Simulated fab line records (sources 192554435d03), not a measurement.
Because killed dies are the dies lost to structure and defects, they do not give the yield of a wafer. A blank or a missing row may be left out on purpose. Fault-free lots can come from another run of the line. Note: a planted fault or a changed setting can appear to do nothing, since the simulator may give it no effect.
fab line records ; flow n5-finfet
record lots=6; wafers=18; last-day=17
route steps=1938 shown BEOL_M3@951 BEOL_M4@1111
lots that met no fault: taken from a fault-free run of the same line
start-h: start of the lot's first displayed wafer, in hours after the record's first day ; wait-h: hours since the lot's step before ; " the same as in the row above ; L1.1+2: a single row standing in for several wafers ; - no value, or no start given ; * or withheld: withheld ; < > ~ a bound
route shown NAME@n: names a module that has steps shown in the file, with the first one's number in the route ; usual: the fault-free wafers' mean and standard deviation ; same: alike in all rows ; chamber/n: place in a boat ; sites: the reading at each site ; _std_site: the values' standard deviation ; _edge_site: outer sites' mean less inner sites' ; radius-mm: how far each site lies from the wafer's centre ; mask NAME#n: copy n ; behind: the tool/chamber that last shaped the wafer ; hold: what put the lot on hold/how long, in hours/how the hold closed ; device: whichever transistor did not switch (one of n, p or np) ; end of line: tests run on the same wafers once the route is complete ; a step with no rows: only its recipe ; killed: the dies lost at the first sort to structure and to defects; this is not the yield of the wafer ; map: shows each die of a wafer: x if killed, . if not, _ if none is there
set.NAME: the run value of the setting; set.NAME@STEP: its run value at that earlier step ; model.NAME: the simulator's own value behind a step, which no gauge read
lots at selected steps of the route; one table per step, one row per wafer
services: when a tool's chamber went out of use (start-h, in hours from the record's first day, below 0 if earlier), for how many hours, and the reason
## steps
# step N5_BEOL_M3_STRIP_65
# recipe chemistry=N2/H2; temp-c=40; n2-flow-sccm=200; h2-flow-sccm=200; rf-frequency-hz=6e+07
# step N5_BEOL_M3_STRIP_75
# recipe chemistry=N2/H2; temp-c=40; n2-flow-sccm=200; h2-flow-sccm=200; rf-frequency-hz=6e+07
# step N5_BEOL_M3_STRIP_66
# recipe chemistry=CF4; resist=SiARC; power-w=300; bias-power-w=75; pressure-mtorr=50; cf4-flow-sccm=150; rf-frequency-hz=6e+07
# usual drypump-motor-current-A=5.52/0.3; oes-product-au=0.75/0.058; rf-fwd-power-W=292.5/0.95; rf-vpp-V=271.0/1.5; showerhead-plenum-p-Torr=1.78/0.058; throttle-valve-pct=13.59/0.27
lot.wafer;tool;chamber;start-h;wait-h;drypump-motor-current-A;oes-product-au;rf-fwd-power-W;rf-hours-counter-h;rf-vpp-V;showerhead-plenum-p-Torr;throttle-valve-pct
L911.1;rie-diel-03;1;174.58;0.0;5.23;0.77;294.6;133;267.0;1.66;13.35
L911.4;rie-diel-03;3;174.58;0.0;5.71;0.70;292.4;221;272.1;1.78;13.89
L911.5;rie-diel-03;2;174.58;0.0;5.32;0.74;291.4;-;269.8;1.79;14.01
L916.3;rie-diel-03;0;211.10;0.0;5.58;0.72;294.4;208;270.5;1.78;13.57
L916.4;rie-diel-03;2;211.10;0.0;5.24;0.74;292.2;175;270.7;1.79;14.05
L916.5;rie-diel-03;1;211.10;0.0;5.19;0.77;292.4;-;268.2;1.66;13.39
L922.3;rie-diel-06;2;239.76;0.0;5.94;0.76;292.2;120;271.7;1.87;13.34
L922.4;rie-diel-06;1;239.76;0.0;5.94;0.85;291.6;48;273.0;1.82;13.24
L922.6;rie-diel-06;2;239.76;0.0;5.95;0.77;291.9;-;272.3;1.87;13.35
L924.2;rie-diel-01;2;242.21;0.0;5.67;0.70;292.6;232;270.6;1.77;13.84
L924.3;rie-diel-01;0;242.21;0.0;5.07;0.79;292.6;88;270.7;1.81;13.72
L924.6;rie-diel-01;3;242.21;0.0;5.68;0.74;292.9;-;271.2;1.73;13.35
L923.3;rie-diel-06;1;243.73;0.0;5.96;0.85;291.1;49;272.0;1.82;13.25
L923.4;rie-diel-06;0;243.73;0.0;5.49;0.84;293.1;73;271.8;1.81;13.29
L923.6;rie-diel-06;3;243.73;0.0;5.07;0.70;293.2;-;269.3;1.70;13.70
L927.1;rie-diel-06;1;271.87;0.0;5.96;0.85;292.3;57;271.7;1.82;13.30
L927.2;rie-diel-06;0;271.87;0.0;5.45;0.82;292.1;80;271.8;1.81;13.28
L927.4;rie-diel-06;0;271.87;0.0;5.49;0.83;291.6;-;270.9;1.81;13.31
# step N5_BEOL_M3_HM_OPEN_17
# recipe chemistry=Cl2/BCl3; target-depth-a=200; overetch-a=60; target=TiN; mask-material=SOC; ion-energy-ev=150; pressure-mtorr=10; icp-w=1000; bias-w=126; Cl2_flow_sccm=53.25; bcl3-flow-sccm=21.75; Ar_flow_sccm=25
# usual drypump-motor-current-A=5.6/0.4; oes-product-au=0.63/0.071; rf-fwd-power-W=993/3.6; throttle-valve-pct=22.29/0.26
lot.wafer;tool;chamber;start-h;wait-h;drypump-motor-current-A;oes-product-au;rf-fwd-power-W;rf-hours-counter-h;throttle-valve-pct
L911.1;rie-metal-01;0;174.62;0.0;5.9;0.59;983;83;22.14
L911.4;rie-metal-01;1;174.62;0.0;5.5;0.54;992;-;22.71
L911.5;rie-metal-01;0;174.62;0.0;5.9;0.59;990;-;22.13
L916.3;rie-metal-02;1;211.20;0.1;5.1;0.66;996;-;22.56
L916.4;rie-metal-02;1;211.20;0.1;5.1;0.65;999;-;22.55
L916.5;rie-metal-02;1;211.20;0.1;5.1;0.65;998;-;22.56
L922.3;rie-metal-01;0;239.83;0.1;6.0;0.59;990;-;22.14
L922.4;rie-metal-01;1;239.83;0.1;5.5;0.54;990;-;22.69
L922.6;rie-metal-01;1;239.83;0.1;5.5;0.54;994;-;22.69
L924.2;rie-metal-03;0;242.26;0.0;6.2;0.69;989;29;22.15
L924.3;rie-metal-03;0;242.26;0.0;6.3;0.68;994;-;22.14
L924.6;rie-metal-03;1;242.26;0.0;5.3;0.74;997;-;22.05
L923.3;rie-metal-01;0;243.81;0.1;6.0;0.58;989;-;22.13
L923.4;rie-metal-01;1;243.81;0.1;5.5;0.54;992;-;22.68
L923.6;rie-metal-01;0;243.81;0.1;6.0;0.59;988;-;22.16
L927.1;rie-metal-02;0;271.91;0.0;5.4;0.58;989;95;22.08
L927.2;rie-metal-02;1;271.91;0.0;5.1;0.63;992;51;22.61
L927.4;rie-metal-02;0;271.91;0.0;5.4;0.58;986;-;22.10
# step N5_BEOL_M3_STRIP_19
# recipe chemistry=O2; power-w=400; temp-c=40; pressure-mtorr=30; rf-frequency-hz=6e+07; bias-power-w=0; overash-fraction=0.2; o2-flow-sccm=225
# usual drypump-motor-current-A=5.5/0.32; oes-product-au=0.78/0.073; rf-vpp-V=3.6/0.51; showerhead-plenum-p-Torr=2.09/0.073; throttle-valve-pct=16.61/0.25
lot.wafer;tool;chamber;start-h;wait-h;drypump-motor-current-A;oes-product-au;rf-hours-counter-h;rf-vpp-V;showerhead-plenum-p-Torr;throttle-valve-pct
L911.1;rie-diel-06;3;174.79;0.1;5.1;0.72;212;3.5;1.99;16.69
L911.4;rie-diel-06;1;174.79;0.1;6.0;0.91;26;3.3;2.14;16.34
L911.5;rie-diel-06;0;174.79;0.1;5.5;0.88;-;3.2;2.14;16.37
L916.3;rie-diel-06;3;211.34;0.1;5.1;0.73;222;3.7;1.99;16.75
L916.4;rie-diel-06;2;211.34;0.1;6.0;0.78;114;3.6;2.20;16.41
L916.5;rie-diel-06;0;211.34;0.1;5.5;0.86;-;3.0;2.13;16.39
L922.3;rie-diel-06;1;239.91;0.1;6.0;0.88;48;3.3;2.13;16.38
L922.4;rie-diel-06;3;239.91;0.1;5.1;0.71;231;3.7;1.98;16.75
L922.6;rie-diel-06;3;239.91;0.1;5.1;0.71;-;2.4;1.98;16.74
L924.2;rie-diel-06;0;242.39;0.1;5.5;0.86;72;3.4;2.13;16.42
L924.3;rie-diel-06;2;242.39;0.1;6.0;0.78;121;3.6;2.20;16.41
L924.6;rie-diel-06;1;242.39;0.1;6.0;0.88;-;3.7;2.13;16.39
L923.3;rie-diel-06;3;243.94;0.1;5.1;0.71;232;4.0;1.98;16.75
L923.4;rie-diel-06;0;243.94;0.1;5.5;0.86;73;2.9;2.13;16.42
L923.6;rie-diel-06;0;243.94;0.1;5.5;0.87;-;3.8;2.13;16.41
L927.1;rie-diel-03;2;272.03;0.1;5.3;0.71;194;3.6;2.08;17.18
L927.2;rie-diel-03;3;272.03;0.1;5.7;0.68;250;3.8;2.07;17.03
L927.4;rie-diel-03;0;272.03;0.1;5.6;0.70;229;3.7;2.07;16.62
# step N5_BEOL_M3_CD_MEAS_18
# recipe pitch-nm=36; target-cd-nm=18
# usual cd-nm=18.05/0.27
lot.wafer;tool;chamber;start-h;wait-h;cd-nm
L911.1;cd-sem-01;-;174.86;0.0;18.11
L911.4;cd-sem-01;-;174.86;0.0;18.17
L911.5;cd-sem-01;-;174.86;0.0;17.86
L916.3;cd-sem-03;-;211.42;0.1;18.35
L916.4;cd-sem-03;-;211.42;0.1;17.84
L916.5;cd-sem-03;-;211.42;0.1;18.02
L922.3;cd-sem-01;-;239.99;0.1;17.85
L922.4;cd-sem-01;-;239.99;0.1;17.65
L922.6;cd-sem-01;-;239.99;0.1;17.99
L924.2;cd-sem-02;-;242.46;0.1;17.79
L924.3;cd-sem-02;-;242.46;0.1;17.94
L924.6;cd-sem-02;-;242.46;0.1;18.23
L923.3;cd-sem-02;-;244.01;0.1;17.56
L923.4;cd-sem-02;-;244.01;0.1;17.87
L923.6;cd-sem-02;-;244.01;0.1;18.02
L927.1;cd-sem-02;-;272.09;0.0;17.96
L927.2;cd-sem-02;-;272.09;0.0;18.41
L927.4;cd-sem-02;-;272.09;0.0;18.26
# step N5_BEOL_M3_COAT_67
# recipe resist=SOC; temp-c=250; time-s=60; spin-rpm=1500; resist-thk-nm=60
# step N5_BEOL_M3_COAT_68
# recipe resist=SiARC; temp-c=220; time-s=60; spin-rpm=1500; resist-thk-nm=12
# step N5_BEOL_M3_COAT_76
# recipe resist=underlayer; temp-c=205; time-s=60; spin-rpm=1500; resist-thk-nm=5
# step N5_BEOL_M3_COAT_22
# recipe resist=CAR-EUV; spin-rpm=1500; resist-thk-nm=30
# step N5_BEOL_M3_EBR_24
# recipe solvent=PGMEA; ebr-width-mm=1.5
# step N5_BEOL_M3_SOFTBAKE_23
# recipe temp-c=110; time-s=60; resist=CAR-EUV
# step N5_BEOL_M3_EXPOSE_25
# recipe mask-id=V2; na=0.33; source-shape=quasar; sigma-inner=0.2; sigma-outer=0.8; polarization=unpolarized; defocus-nm=5; dose-mj=63
# usual exposure-dose-mJ-cm2=62.90/0.072; reticle-temp-C=23.00/0.094
# same sigma-outer=0.8
lot.wafer;tool;chamber;start-h;wait-h;mask;exposure-dose-mJ-cm2;reticle-temp-C
L911.1;euv-scanner-01;0;175.03;-;V2#0;62.85;22.99
L911.4;euv-scanner-01;0;175.03;-;V2#0;62.94;22.99
L911.5;euv-scanner-01;0;175.03;-;V2#0;62.79;22.97
L916.3;euv-scanner-02;0;211.61;-;V2#0;62.90;23.16
L916.4;euv-scanner-02;0;211.61;-;V2#0;62.85;23.03
L916.5;euv-scanner-02;0;211.61;-;V2#0;62.93;23.11
L922.3;euv-scanner-01;0;240.31;-;V2#0;63.75;23.02
L922.4;euv-scanner-01;0;240.31;-;V2#0;63.66;23.04
L922.6;euv-scanner-01;0;240.31;-;V2#0;63.75;23.06
L924.2;euv-scanner-02;0;242.64;-;V2#0;62.99;22.96
L924.3;euv-scanner-02;0;242.64;-;V2#0;62.98;23.09
L924.6;euv-scanner-02;0;242.64;-;V2#0;62.98;22.85
L923.3;euv-scanner-01;0;244.32;-;V2#0;63.63;23.08
L923.4;euv-scanner-01;0;244.32;-;V2#0;63.58;23.05
L923.6;euv-scanner-01;0;244.32;-;V2#0;63.51;23.02
L927.1;euv-scanner-02;0;272.39;-;V2#0;62.93;22.98
L927.2;euv-scanner-02;0;272.39;-;V2#0;62.87;22.96
L927.4;euv-scanner-02;0;272.39;-;V2#0;62.93;22.98
# step N5_BEOL_M3_PEB_26
# recipe peb-temp-c=100; peb-time-s=60; resist=CAR-EUV
# step N5_BEOL_M4_RC_MEAS_101
# usual DIBL_N=35.9/1.3; DIBL_P=35.9/1.5; IOFF_N=0.152/0.023; IOFF_P=0.204/0.027; ION_N=673/9.2; ION_P=462/6.7; SS_N=71.4/0.48; SS_P=73.2/0.55; VT_N=250.3/2.6; VT_P=-250.6/3
lot.wafer;tool;chamber;start-h;wait-h;DIBL_N[mV/V];DIBL_P[mV/V];IOFF_N[nA/um];IOFF_P[nA/um];ION_N[uA/um];ION_P[uA/um];SS_N[mV/dec];SS_P[mV/dec];VT_N[mV];VT_P[mV]
L911.1;prober-02;0;210.24;0.0;35.9;36.7;0.157;0.184;676;454;70.9;73.6;250.0;-255.3
L911.4;prober-02;0;210.24;0.0;35.6;36.1;0.153;0.183;677;455;71.4;73.0;249.8;-253.7
L911.5;prober-02;0;210.24;0.0;34.1;34.7;0.131;0.165;657;451;70.7;73.4;253.1;-255.4
L916.3;prober-01;0;238.70;0.3;36.8;36.9;0.177;0.224;676;468;72.1;73.9;248.5;-247.6
L916.4;prober-01;0;238.70;0.3;35.1;33.2;0.135;0.168;677;460;71.1;72.8;251.2;-252.3
L916.5;prober-01;0;238.70;0.3;35.4;35.3;0.148;0.201;682;468;71.0;73.1;249.0;-251.6
L922.3;prober-01;0;272.24;0.3;35.4;38.1;0.178;0.250;681;473;71.2;73.3;247.2;-245.2
L922.4;prober-01;0;272.24;0.3;34.4;36.4;0.150;0.228;680;473;71.3;73.2;251.1;-246.5
L922.6;prober-01;0;272.24;0.3;33.5;35.4;0.148;0.210;675;468;71.1;72.5;250.1;-246.4
L924.2;prober-02;0;276.80;0.2;36.6;36.6;0.162;0.221;684;465;71.2;73.7;247.5;-249.8
L924.3;prober-02;0;276.80;0.2;38.8;39.8;0.213;0.275;675;467;72.0;73.3;245.3;-248.3
L924.6;prober-02;0;276.80;0.2;35.9;35.9;0.141;0.203;673;461;71.3;72.8;250.7;-249.1
L923.3;prober-02;0;278.40;0.3;36.0;33.2;0.112;0.145;662;450;71.1;72.5;253.4;-256.7
L923.4;prober-02;0;278.40;0.3;37.0;34.8;0.124;0.166;653;452;71.4;73.6;254.0;-252.9
L923.6;prober-02;0;278.40;0.3;38.0;35.9;0.144;0.185;665;457;71.1;72.6;250.3;-252.9
L927.1;prober-01;0;305.26;0.0;35.4;35.3;0.154;0.214;675;465;71.7;73.1;248.0;-249.2
L927.2;prober-01;0;305.26;0.0;36.3;36.9;0.172;0.224;682;472;72.2;73.2;248.7;-248.2
L927.4;prober-01;0;305.26;0.0;35.1;35.6;0.152;0.211;676;466;71.2;73.2;249.4;-248.7
## services
tool;chamber;start-h;hours;kind
rie-diel-03;2;152.31;9.3;repair
euv-scanner-02;-;152.76;5.8;pm
euv-scanner-02;-;171.06;1.0;pm
rie-diel-03;1;174.66;6.3;repair
euv-scanner-01;-;176.19;1.0;pm
euv-scanner-01;-;184.12;0.2;repair
rie-metal-03;-;195.67;0.3;repair
rie-metal-02;0;208.70;9.6;repair
rie-diel-01;0;210.39;10.2;repair
euv-scanner-01;-;218.54;4.6;pm
euv-scanner-02;-;228.92;1.0;pm
euv-scanner-01;-;232.30;1.0;pm
rie-metal-02;-;234.38;1.4;pm
rie-diel-03;2;241.27;5.7;repair
rie-metal-02;-;244.44;0.4;repair
rie-diel-03;3;244.60;9.1;repair
euv-scanner-02;0;249.43;-;calibration
euv-scanner-02;-;256.19;0.9;repair
rie-diel-06;2;269.26;3.9;repair
## key
first-sign step=N5_BEOL_M3_EXPOSE_25; reading=exposure-dose-mJ-cm2; direction=up; sigmas=10; usual=62.90; struck=63.65
effect none on later readings
met-at N5_BEOL_M3_EXPOSE_25
struck-wafers L922.3,L922.4,L922.6,L923.3,L923.4,L923.6
loop-trim step=N5_BEOL_M3_EXPOSE_25; setting=dose; lots=L923
onset-between 175.03 240.31
fault kind=process-parameter-drift; tool=euv-scanner-01; chamber=-; onset-h=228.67; steps=N5_BEOL_M3_EXPOSE_25; channel=dose-mj; offset=0.93128; shape=step; acts-in=these-recipes-only; stated=63
# loop-trim: a control loop set the setting to another value than it would have without faults
